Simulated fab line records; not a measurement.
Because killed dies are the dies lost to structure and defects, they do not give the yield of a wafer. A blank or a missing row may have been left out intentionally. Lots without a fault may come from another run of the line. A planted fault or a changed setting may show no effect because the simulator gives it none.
Matching of chambers | flow n5Finfet | 3 sister chambers for N5_BEOL_M5_CO_CAP_78 on cvdCo-01
The step material Co, precursor CCTBA/H2, target thk 2 nm, time 102.1 s. 36 wafers are shown with their chamber, then 12 later ones without.

== WAFERS PAIRED WITH THEIR CHAMBERS ==
wafer  | chamber | heaterPowerW (W)
L076.1 | 0       | 236
L076.3 | 2       | 241
L076.4 | 1       | 273
L077.2 | 1       | 270
L077.4 | 2       | 247
L077.5 | 1       | 269
L081.2 | 1       | 274
L081.3 | 2       | 239
L081.5 | 1       | 273
L082.1 | 1       | 267
L082.4 | 2       | 248
L082.6 | 0       | 230
L084.1 | 0       | 235
L084.2 | 1       | 267
L084.4 | 1       | 270
L085.2 | 2       | 247
L085.5 | 0       | 243
L085.6 | 2       | 237
L086.1 | 2       | 252
L086.3 | 1       | 266
L086.4 | 1       | 272
L088.3 | 2       | 240
L088.5 | 2       | 250
L088.6 | 0       | 229
L087.1 | 0       | 239
L087.2 | 1       | 265
L087.3 | 2       | 235
L087.4 | 0       | 234
L087.5 | 1       | 273
L087.6 | 2       | 240
L089.4 | 0       | 234
L089.5 | 2       | 249
L089.6 | 1       | 275
L090.1 | 0       | 234
L090.2 | 1       | 272
L090.3 | 2       | 241

SIGNATURES (averages over the wafers above)
reading      | chamber 0 | chamber 1 | chamber 2 | scatter within a chamber
heaterPowerW | 234.89    | 270.43    | 243.54    | 4.4
Rule: for each reading, subtract the chamber's mean from the wafer's reading, divide by that reading's scatter and square the result; add these up over the readings and take the root, which gives the wafer's distance from the chamber. If the next closest chamber is less than 2 further off than the closest, the wafer can't be placed; otherwise it belongs to the closest. How the scatter is found: for the shown wafers, subtract from each reading the mean of its chamber, square and add these, divide the total by (wafers less chambers), then take the root.

== WAFERS WITHOUT THEIR CHAMBER ==
wafer  | heaterPowerW (W)
L090.4 | 276
L090.5 | 244
L090.6 | 243
L094.1 | 232
L094.2 | 279
L094.6 | 269
L093.2 | 246
L093.4 | 273
L093.6 | 235
L095.1 | 273
L095.5 | 271
L095.6 | 242

== THE CHAMBER EACH PASSED THROUGH ==
wafer  | from the rows above     | in truth
L090.4 | 1                       | 1
L090.5 | can't be placed: 2 or 0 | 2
L090.6 | can't be placed: 2 or 0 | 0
L094.1 | can't be placed: 0 or 2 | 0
L094.2 | 1                       | 1
L094.6 | 1                       | 1
L093.2 | can't be placed: 2 or 0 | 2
L093.4 | 1                       | 1
L093.6 | can't be placed: 0 or 2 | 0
L095.1 | 1                       | 1
L095.5 | 1                       | 1
L095.6 | can't be placed: 2 or 0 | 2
Correctly placed: 6 of 12. Not placeable from these rows: 6 (in 6, the candidates include the true chamber). Placed wrongly: 0.
